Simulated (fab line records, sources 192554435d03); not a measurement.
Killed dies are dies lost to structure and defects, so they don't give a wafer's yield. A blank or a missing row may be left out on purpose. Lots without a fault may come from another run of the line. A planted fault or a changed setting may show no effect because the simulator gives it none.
Chamber matching | flow n5_finfet | N5_HKMG_FIN_STRIP_89 on rie_diel-01: 4 sister chambers
The step strips SOC in N2/H2, time 20 s. 14 wafers are shown with their chamber, then 7 later ones without.

WAFERS WITH THEIR CHAMBER
wafer  | chamber | drypump_motor_current_A (A) | showerhead_plenum_p_Torr (Torr) | throttle_valve_pct (%)
L076.1 | 0       | 5.3                         | 3.46                            | 19.6
L076.2 | 1       | 4.8                         | 3.31                            | 19.1
L076.4 | 0       | 5.3                         | 3.46                            | 19.6
L077.1 | 1       | 4.9                         | 3.31                            | 19.2
L077.5 | 3       | 5.8                         | 3.45                            | 18.7
L077.6 | 2       | 5.5                         | 3.36                            | 19.0
L082.2 | 3       | 5.8                         | 3.44                            | 18.7
L082.5 | 3       | 5.8                         | 3.44                            | 18.7
L082.6 | 2       | 5.5                         | 3.36                            | 19.0
L089.1 | 3       | 5.8                         | 3.43                            | 18.7
L089.3 | 2       | 5.5                         | 3.34                            | 19.0
L089.6 | 3       | 5.8                         | 3.43                            | 18.7
L090.1 | 2       | 5.5                         | 3.34                            | 19.0
L090.3 | 1       | 4.9                         | 3.29                            | 18.8

SIGNATURES (means of the wafers above)
reading                  | chamber 0 | chamber 1 | chamber 2 | chamber 3 | scatter within a chamber
drypump_motor_current_A  | 5.300     | 4.867     | 5.500     | 5.800     | 0.0258
showerhead_plenum_p_Torr | 3.4600    | 3.3033    | 3.3500    | 3.4380    | 0.00973
throttle_valve_pct       | 19.600    | 19.033    | 19.000    | 18.700    | 0.0931
Rule: a wafer's distance from a chamber is the root of the sum, over the readings, of the square of ((its reading less the chamber's mean) divided by the reading's scatter). The wafer belongs to the nearest chamber; if the next one is less than 2 further off, it can't be placed. The scatter: the root of (the sum of the squares of (reading less its chamber's mean) over the shown wafers, divided by (wafers less chambers)).

WAFERS WITHOUT THEIR CHAMBER
wafer  | drypump_motor_current_A (A) | showerhead_plenum_p_Torr (Torr) | throttle_valve_pct (%)
L090.5 | 4.9                         | 3.29                            | 18.8
L092.1 | 4.8                         | 3.29                            | 18.8
L092.2 | 5.4                         | 3.45                            | 19.2
L092.3 | 5.5                         | 3.34                            | 19.0
L096.2 | 4.9                         | 3.29                            | 18.8
L096.4 | 5.5                         | 3.34                            | 19.0
L096.6 | 5.4                         | 3.44                            | 19.2

WHICH CHAMBER EACH WENT THROUGH
wafer  | from the rows above | in truth
L090.5 | 1                   | 1
L092.1 | 1                   | 1
L092.2 | 0                   | 0
L092.3 | 2                   | 2
L096.2 | 1                   | 1
L096.4 | 2                   | 2
L096.6 | 0                   | 0
Placed correctly: 7 of 7. Can't be placed from these rows: 0. Placed wrongly: 0.
